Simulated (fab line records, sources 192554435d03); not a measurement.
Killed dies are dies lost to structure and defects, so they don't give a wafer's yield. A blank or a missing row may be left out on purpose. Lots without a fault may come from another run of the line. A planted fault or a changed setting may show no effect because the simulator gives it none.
A struck lot beside a sound one | flow n5_finfet | 14 steps out of a route of 1938
Sound: wafers L984.1, L984.2, L984.4. Struck: wafers L990.5, L990.6. The cause comes at the end.
At each step with rows: each side's tool, then ch and its chambers, then its first start. Under that, the readings that differ: sound wafers | struck wafers | difference of the means | sigmas: that difference in standard deviations of wafers without a fault.
alike: readings whose means differ by less than 2 such deviations, and words and numbers that are the same on both sides. not compared: withheld readings, readings that some wafer has no value for, bounds like >300 that may hide the same value, and numbers for which the record gives no deviation and whose values overlap.
The two part at a step that has a row with sigmas, a row that says differs or no value, or rows on one side only. Numbers that don't overlap but have no deviation are shown without sigmas and don't part them. A reading that every wafer of one side lacks parts them only if that side has two wafers or more.

N5_BEOL_M8_STRIP_80: strips in N2/H2, time 10 s.
  sound on rie_diel-06 ch 0,2,3; struck on rie_diel-04 ch 2,3
  reading                | sound       | struck | difference                    | sigmas
  rf_hours_counter_h (h) | 122 185 137 | - -    | no value on the struck wafers |
  alike: drypump_motor_current_A, n2_flow_sccm, oes_product_au, rf_vpp_V, showerhead_plenum_p_Torr, throttle_valve_pct
N5_BEOL_M8_OCD_MEAS_38:
  sound on ocd-02, day 11 14:59; struck on ocd-01, day 13 00:07
  alike: trench_depth_nm
then, 4 steps without rows for these wafers: N5_BEOL_M8_HM_STRIP_39 (strips TiN in peroxide tin strip, target depth 25 nm, time 158 s); N5_BEOL_M8_SRD_40 (time 30 s); N5_BEOL_M8_PRECLEAN_42 (cleans in residue remover, time 60 s); N5_BEOL_M8_SRD_43 (time 30 s).
N5_BEOL_M8_CD_MEAS_35: target cd 40 nm.
  sound on cd_sem-02, day 11 15:08; struck on cd_sem-02, day 13 00:16
  alike: cd_nm
then, 1 step without rows for these wafers: N5_BEOL_M8_CURE_75 (cures SiCOH lowk, time 120 s).
N5_BEOL_M8_DEGAS_44: time 60 s.
  sound on pvd_sputter-02, day 11 15:52; struck on pvd_sputter-01, day 13 00:49
  alike: heater_power_w
N5_BEOL_M8_PRE_CLEAN_45: time 30 s.
  sound on pvd_sputter-02, day 11 15:55; struck on pvd_sputter-01, day 13 00:52
  alike: heater_power_w
N5_BEOL_M8_ALD_77: deposits TaN, target thk 2 nm, pulse time 2 s, purge time 3 s.
  sound on ald_metal-04 ch 0,2,3, day 11 16:12; struck on ald_metal-02 ch 0,1, day 13 01:02
  alike: heater_power_w
N5_BEOL_M8_SURFACE_TREAT_79:
  sound on pvd_sputter-02, day 11 17:47; struck on pvd_sputter-01, day 13 01:23
  not compared: throttle_valve_pct
N5_BEOL_M8_CVD_78: deposits Co from CCTBA/H2, target thk 2 nm, time 142.3 s.
  sound on cvd_co-01 ch 0,1,2, day 11 18:05; struck on cvd_co-01 ch 1,2, day 13 01:31
  reading          | sound             | struck      | difference | sigmas
  run_length_s (s) | 165.9 166.3 165.3 | 267.7 268.6 | +102.3     | +99 or more
then, 1 step without rows for these wafers: N5_BEOL_M8_SPUTTER_48 (material Cu, target thk 10 nm, time 1.667 s).

WHERE THEY PART
First at N5_BEOL_M8_STRIP_80; last, within this record, at N5_BEOL_M8_CVD_78.

WHY: what the simulator had put in
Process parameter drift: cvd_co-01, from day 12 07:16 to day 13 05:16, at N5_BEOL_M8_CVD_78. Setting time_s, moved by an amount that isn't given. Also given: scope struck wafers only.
